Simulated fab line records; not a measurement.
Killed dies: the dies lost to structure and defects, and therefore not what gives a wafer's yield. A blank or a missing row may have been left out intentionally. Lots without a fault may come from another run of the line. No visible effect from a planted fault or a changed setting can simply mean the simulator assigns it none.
What tool caused it? :: flow nand-harc :: 13 lots, 39 wafers sampled, at 5 steps of a route of 1302

## WHAT THE GAUGES READ, wafer by wafer
NHARC_END_SORT_01. Usual: killed-at-array 59, standard deviation 16; killed-at-other 0.7, standard deviation 1.1; killed-at-periphery 4, standard deviation 3; killed-dies 64, standard deviation 16; killed-open 3.4, standard deviation 1.8; killed-short 2.6, standard deviation 1.7.
lot: L142
measured: day 25 18:44
on: prober-01
killed-at-array: 75 68 81
killed-at-other: 1 0 0
killed-at-periphery: 3 3 1
killed-dies: 79 71 82
killed-open: 4 5 4
killed-short: 3 4 3
flag: 

lot: L148
measured: day 28 05:56
on: prober-01
killed-at-array: 57 66 66
killed-at-other: 0 0 0
killed-at-periphery: 1 2 2
killed-dies: 58 68 68
killed-open: 3 1 1
killed-short: 2 2 4
flag: 

lot: L151
measured: day 29 12:00
on: prober-02
killed-at-array: 49 60 51
killed-at-other: 0 0 0
killed-at-periphery: 2 1 2
killed-dies: 51 61 53
killed-open: 5 5 3
killed-short: 3 4 2
flag: 

lot: L157
measured: day 32 02:23
on: prober-01
killed-at-array: 77 73 79
killed-at-other: 1 1 1
killed-at-periphery: 3 5 1
killed-dies: 81 79 81
killed-open: 3 6 2
killed-short: 3 2 2
flag: 

## WHAT TOOL EACH LOT RAN ON (gives the tool, then ch and the chambers of the sampled wafers, and finally the start)
lot: L143
NHARC_A_STAIRCASE_ETCH_313: rie-diel-09 ch 0,1,3, day 18 05:17
NHARC_A_STAIRCASE_DEP_417: pecvd-04 ch 0,2, day 18 09:24
NHARC_A_STAIRCASE_DEP_151: pecvd-02 ch 0,2, day 18 20:44
NHARC_A_STAIRCASE_DEP_325: pecvd-02 ch 1,2, day 19 16:51

lot: L142
NHARC_A_STAIRCASE_ETCH_313: rie-diel-12 ch 1,2,3, day 18 12:13
NHARC_A_STAIRCASE_DEP_417: pecvd-02 ch 0, day 18 16:23
NHARC_A_STAIRCASE_DEP_151: pecvd-04 ch 0,2, day 19 03:38
NHARC_A_STAIRCASE_DEP_325: pecvd-03 ch 0,1,2, day 19 16:51

lot: L144
NHARC_A_STAIRCASE_ETCH_313: rie-diel-09 ch 0,3, day 19 04:49
NHARC_A_STAIRCASE_DEP_417: pecvd-04 ch 0,2, day 19 09:14
NHARC_A_STAIRCASE_DEP_151: pecvd-02 ch 1,2, day 19 20:02
NHARC_A_STAIRCASE_DEP_325: pecvd-03 ch 0,1,2, day 20 11:04

lot: L145
NHARC_A_STAIRCASE_ETCH_313: rie-diel-05 ch 0,2,3, day 19 14:56
NHARC_A_STAIRCASE_DEP_417: pecvd-02 ch 0,2, day 19 19:09
NHARC_A_STAIRCASE_DEP_151: pecvd-02 ch 0,1,2, day 20 06:55
NHARC_A_STAIRCASE_DEP_325: pecvd-03 ch 0,2, day 20 23:31

lot: L147
NHARC_A_STAIRCASE_ETCH_313: rie-diel-05 ch 1,2,3, day 20 07:41
NHARC_A_STAIRCASE_DEP_417: pecvd-04 ch 0,1,2, day 20 13:52
NHARC_A_STAIRCASE_DEP_151: pecvd-03 ch 0,1,2, day 21 01:15
NHARC_A_STAIRCASE_DEP_325: pecvd-03 ch 0,1,2, day 21 15:39

lot: L148
NHARC_A_STAIRCASE_ETCH_313: rie-diel-09 ch 0,1, day 20 16:13
NHARC_A_STAIRCASE_DEP_417: pecvd-04 ch 1,2, day 20 20:16
NHARC_A_STAIRCASE_DEP_151: pecvd-04 ch 0,1,2, day 21 07:16
NHARC_A_STAIRCASE_DEP_325: pecvd-04 ch 0,1,2, day 22 03:04

lot: L149
NHARC_A_STAIRCASE_ETCH_313: rie-diel-12 ch 0,2,3, day 21 10:39
NHARC_A_STAIRCASE_DEP_417: pecvd-02 ch 1,2, day 21 16:01
NHARC_A_STAIRCASE_DEP_151: pecvd-04 ch 0,1,2, day 22 01:23
NHARC_A_STAIRCASE_DEP_325: pecvd-03 ch 0,1,2, day 22 16:01

lot: L151
NHARC_A_STAIRCASE_ETCH_313: rie-diel-12 ch 0,1,3, day 22 08:24
NHARC_A_STAIRCASE_DEP_417: pecvd-02 ch 1,2, day 22 12:40
NHARC_A_STAIRCASE_DEP_151: pecvd-04 ch 0,1,2, day 22 23:35
NHARC_A_STAIRCASE_DEP_325: pecvd-02 ch 0,1, day 23 16:16

lot: L157
NHARC_A_STAIRCASE_ETCH_313: rie-diel-12 ch 1,2,3, day 24 18:35
NHARC_A_STAIRCASE_DEP_417: pecvd-03 ch 0,1, day 24 22:37
NHARC_A_STAIRCASE_DEP_151: pecvd-02 ch 0,1, day 25 09:36
NHARC_A_STAIRCASE_DEP_325: pecvd-02 ch 1,2, day 26 07:01

lot: L158
NHARC_A_STAIRCASE_ETCH_313: rie-diel-09 ch 0,1, day 24 21:50
NHARC_A_STAIRCASE_DEP_417: pecvd-02 ch 0,1,2, day 25 03:44
NHARC_A_STAIRCASE_DEP_151: pecvd-03 ch 0,1, day 25 15:02
NHARC_A_STAIRCASE_DEP_325: pecvd-03 ch 0,2, day 26 07:05

lot: L161
NHARC_A_STAIRCASE_ETCH_313: rie-diel-09 ch 0,1, day 26 00:08
NHARC_A_STAIRCASE_DEP_417: pecvd-03 ch 0,1,2, day 26 04:11
NHARC_A_STAIRCASE_DEP_151: pecvd-04 ch 0,1, day 26 19:07
NHARC_A_STAIRCASE_DEP_325: pecvd-03 ch 0,1,2, day 27 10:47

lot: L160
NHARC_A_STAIRCASE_ETCH_313: rie-diel-12 ch 1,2, day 26 04:25
NHARC_A_STAIRCASE_DEP_417: pecvd-03 ch 0,1,2, day 26 11:24
NHARC_A_STAIRCASE_DEP_151: pecvd-03 ch 0,1,2, day 26 19:19
NHARC_A_STAIRCASE_DEP_325: pecvd-02 ch 0,1,2, day 27 11:04

lot: L162
NHARC_A_STAIRCASE_ETCH_313: rie-diel-09 ch 1,2,3, day 27 01:13
NHARC_A_STAIRCASE_DEP_417: pecvd-03 ch 0,1,2, day 27 07:13
NHARC_A_STAIRCASE_DEP_151: pecvd-03 ch 0,1, day 27 18:11
NHARC_A_STAIRCASE_DEP_325: pecvd-03 ch 0,2, day 28 10:14
- NHARC_A_STAIRCASE_ETCH_313: etches the open film in CF4/CHF3.
- NHARC_A_STAIRCASE_DEP_417: deposits Si3N4, target thk 60 nm.
- NHARC_A_STAIRCASE_DEP_151: deposits SiO2, target thk 7200 nm.
- NHARC_A_STAIRCASE_DEP_325: deposits SiO2, target thk 7200 nm.

## AS READ BY THE TOOLS THEMSELVES (means over the sampled wafers that have a number; for cases with no such wafer, the mark the record gives instead)
NHARC_A_STAIRCASE_ETCH_313. Usual: cf4-flow-sccm 100.00 sccm, standard deviation 0.3; drypump-motor-current-A 5.7 A, standard deviation 0.46; oes-product-au 0.933 a.u., standard deviation 0.014; rf-vpp-V 371.0 V, standard deviation 2.4; showerhead-plenum-p-Torr 1.59 Torr, standard deviation 0.07; throttle-valve-pct 16.803 %, standard deviation 0.01.
lot: L143
tool: rie-diel-09
cf4-flow-sccm (sccm): 99.93
drypump-motor-current-A (A): 6.0
oes-product-au (a.u.): 0.940
rf-vpp-V (V): 371.0
showerhead-plenum-p-Torr (Torr): 1.58
throttle-valve-pct (%): 16.796
flag: 

lot: L142
tool: rie-diel-12
cf4-flow-sccm (sccm): 100.14
drypump-motor-current-A (A): 5.3
oes-product-au (a.u.): 0.948
rf-vpp-V (V): 371.7
showerhead-plenum-p-Torr (Torr): 1.60
throttle-valve-pct (%): 16.801
flag: 

lot: L144
tool: rie-diel-09
cf4-flow-sccm (sccm): 99.97
drypump-motor-current-A (A): 5.8
oes-product-au (a.u.): 0.935
rf-vpp-V (V): 370.5
showerhead-plenum-p-Torr (Torr): 1.55
throttle-valve-pct (%): 16.809
flag: 

lot: L145
tool: rie-diel-05
cf4-flow-sccm (sccm): 100.16
drypump-motor-current-A (A): 5.8
oes-product-au (a.u.): 0.929
rf-vpp-V (V): 369.3
showerhead-plenum-p-Torr (Torr): 1.55
throttle-valve-pct (%): 16.803
flag: 

lot: L147
tool: rie-diel-05
cf4-flow-sccm (sccm): 100.08
drypump-motor-current-A (A): 5.7
oes-product-au (a.u.): 0.926
rf-vpp-V (V): 369.7
showerhead-plenum-p-Torr (Torr): 1.52
throttle-valve-pct (%): 16.801
flag: 

lot: L148
tool: rie-diel-09
cf4-flow-sccm (sccm): 100.22
drypump-motor-current-A (A): 6.1
oes-product-au (a.u.): 0.940
rf-vpp-V (V): 372.0
showerhead-plenum-p-Torr (Torr): 1.61
throttle-valve-pct (%): 16.814
flag: 

lot: L149
tool: rie-diel-12
cf4-flow-sccm (sccm): 100.14
drypump-motor-current-A (A): 5.6
oes-product-au (a.u.): 0.932
rf-vpp-V (V): 371.5
showerhead-plenum-p-Torr (Torr): 1.58
throttle-valve-pct (%): 16.805
flag: 

lot: L151
tool: rie-diel-12
cf4-flow-sccm (sccm): 99.93
drypump-motor-current-A (A): 5.5
oes-product-au (a.u.): 0.939
rf-vpp-V (V): 371.3
showerhead-plenum-p-Torr (Torr): 1.61
throttle-valve-pct (%): 16.801
flag: 

lot: L157
tool: rie-diel-12
cf4-flow-sccm (sccm): 99.76
drypump-motor-current-A (A): 5.3
oes-product-au (a.u.): 0.931
rf-vpp-V (V): 371.1
showerhead-plenum-p-Torr (Torr): 1.59
throttle-valve-pct (%): 16.797
flag: 

lot: L158
tool: rie-diel-09
cf4-flow-sccm (sccm): 99.96
drypump-motor-current-A (A): 6.1
oes-product-au (a.u.): 0.916
rf-vpp-V (V): 370.9
showerhead-plenum-p-Torr (Torr): 1.60
throttle-valve-pct (%): 16.800
flag: 

lot: L161
tool: rie-diel-09
cf4-flow-sccm (sccm): 100.32
drypump-motor-current-A (A): 6.1
oes-product-au (a.u.): 0.934
rf-vpp-V (V): 371.9
showerhead-plenum-p-Torr (Torr): 1.59
throttle-valve-pct (%): 16.802
flag: 

lot: L160
tool: rie-diel-12
cf4-flow-sccm (sccm): 99.84
drypump-motor-current-A (A): 5.5
oes-product-au (a.u.): 0.936
rf-vpp-V (V): 371.3
showerhead-plenum-p-Torr (Torr): 1.62
throttle-valve-pct (%): 16.798
flag: 

lot: L162
tool: rie-diel-09
cf4-flow-sccm (sccm): 100.14
drypump-motor-current-A (A): 6.0
oes-product-au (a.u.): 0.921
rf-vpp-V (V): 372.2
showerhead-plenum-p-Torr (Torr): 1.62
throttle-valve-pct (%): 16.816
flag: 

NHARC_A_STAIRCASE_DEP_417. Usual: 756 W for heater-power-w, sd 89.
lot: L143
tool: pecvd-04
heater-power-w (W): 859
flag: 

lot: L142
tool: pecvd-02
heater-power-w (W): 715
flag: 

lot: L144
tool: pecvd-04
heater-power-w (W): 884
flag: 

lot: L145
tool: pecvd-02
heater-power-w (W): 735
flag: 

lot: L147
tool: pecvd-04
heater-power-w (W): 760
flag: 

lot: L148
tool: pecvd-04
heater-power-w (W): 782
flag: 

lot: L149
tool: pecvd-02
heater-power-w (W): 721
flag: 

lot: L151
tool: pecvd-02
heater-power-w (W): 691
flag: 

lot: L157
tool: pecvd-03
heater-power-w (W): 659
flag: 

lot: L158
tool: pecvd-02
heater-power-w (W): 773
flag: 

lot: L161
tool: pecvd-03
heater-power-w (W): 712
flag: 

lot: L160
tool: pecvd-03
heater-power-w (W): 742
flag: 

lot: L162
tool: pecvd-03
heater-power-w (W): 675
flag: 

NHARC_A_STAIRCASE_DEP_151. Usual: heater-power-w 683 W, standard deviation 98; mfc-precursor-sccm 200.0 sccm, standard deviation 0.66.
lot: L143
tool: pecvd-02
heater-power-w (W): 610
mfc-precursor-sccm (sccm): 199.9
flag: 

lot: L142
tool: pecvd-04
heater-power-w (W): 767
mfc-precursor-sccm (sccm): 200.3
flag: 

lot: L144
tool: pecvd-02
heater-power-w (W): 664
mfc-precursor-sccm (sccm): 200.1
flag: 

lot: L145
tool: pecvd-02
heater-power-w (W): 673
mfc-precursor-sccm (sccm): 200.0
flag: 

lot: L147
tool: pecvd-03
heater-power-w (W): 596
mfc-precursor-sccm (sccm): 199.8
flag: 

lot: L148
tool: pecvd-04
heater-power-w (W): 736
mfc-precursor-sccm (sccm): 199.4
flag: 

lot: L149
tool: pecvd-04
heater-power-w (W): 731
mfc-precursor-sccm (sccm): 200.0
flag: 

lot: L151
tool: pecvd-04
heater-power-w (W): 739
mfc-precursor-sccm (sccm): 200.1
flag: 

lot: L157
tool: pecvd-02
heater-power-w (W): 687
mfc-precursor-sccm (sccm): 200.3
flag: 

lot: L158
tool: pecvd-03
heater-power-w (W): 674
mfc-precursor-sccm (sccm): 200.4
flag: 

lot: L161
tool: pecvd-04
heater-power-w (W): 770
mfc-precursor-sccm (sccm): 199.7
flag: 

lot: L160
tool: pecvd-03
heater-power-w (W): 618
mfc-precursor-sccm (sccm): 199.3
flag: 

lot: L162
tool: pecvd-03
heater-power-w (W): 660
mfc-precursor-sccm (sccm): 200.3
flag: 

NHARC_A_STAIRCASE_DEP_325. Usual: heater-power-w 674 W, standard deviation 98; mfc-precursor-sccm 200.1 sccm, standard deviation 0.57.
lot: L143
tool: pecvd-02
heater-power-w (W): 681
mfc-precursor-sccm (sccm): 200.2
flag: 

lot: L142
tool: pecvd-03
heater-power-w (W): 639
mfc-precursor-sccm (sccm): 200.3
flag: 

lot: L144
tool: pecvd-03
heater-power-w (W): 667
mfc-precursor-sccm (sccm): 199.6
flag: 

lot: L145
tool: pecvd-03
heater-power-w (W): 677
mfc-precursor-sccm (sccm): 200.2
flag: 

lot: L147
tool: pecvd-03
heater-power-w (W): 601
mfc-precursor-sccm (sccm): 199.5
flag: 

lot: L148
tool: pecvd-04
heater-power-w (W): 728
mfc-precursor-sccm (sccm): 200.1
flag: 

lot: L149
tool: pecvd-03
heater-power-w (W): 626
mfc-precursor-sccm (sccm): 199.5
flag: 

lot: L151
tool: pecvd-02
heater-power-w (W): 638
mfc-precursor-sccm (sccm): 200.2
flag: 

lot: L157
tool: pecvd-02
heater-power-w (W): 698
mfc-precursor-sccm (sccm): 197.8
flag: OFF

lot: L158
tool: pecvd-03
heater-power-w (W): 748
mfc-precursor-sccm (sccm): 199.7
flag: 

lot: L161
tool: pecvd-03
heater-power-w (W): 676
mfc-precursor-sccm (sccm): 200.4
flag: 

lot: L160
tool: pecvd-02
heater-power-w (W): 612
mfc-precursor-sccm (sccm): 198.1
flag: OFF

lot: L162
tool: pecvd-03
heater-power-w (W): 704
mfc-precursor-sccm (sccm): 199.7
flag: 

## THE ANSWER, worked out from the rows above alone
Rule: a lot is off if the mean of its wafers that have a number lies more than 3 standard deviations from the usual mean. Also off: a lot with no number at a reading for which 4 or more lots have one. Where the step has rows for the other lots, those lots are counted as sound. First the gauges in route order, then the tools' own readings, where a lot's mean is used as printed above. At the first step where some lot is off, the reading lying furthest off is the one used; lots without a number count as furthest.
Off at NHARC_A_STAIRCASE_DEP_325 (mfc-precursor-sccm): L157, L160.
If a tool, at that step or one of the process steps before it, ran each lot that is off and ran no sound lot following the first of them, it fits. Undecided on this evidence; 2 tools fit (rie-diel-12 at NHARC_A_STAIRCASE_ETCH_313, pecvd-02 at NHARC_A_STAIRCASE_DEP_325).

## WHAT THE SIMULATOR PUT IN
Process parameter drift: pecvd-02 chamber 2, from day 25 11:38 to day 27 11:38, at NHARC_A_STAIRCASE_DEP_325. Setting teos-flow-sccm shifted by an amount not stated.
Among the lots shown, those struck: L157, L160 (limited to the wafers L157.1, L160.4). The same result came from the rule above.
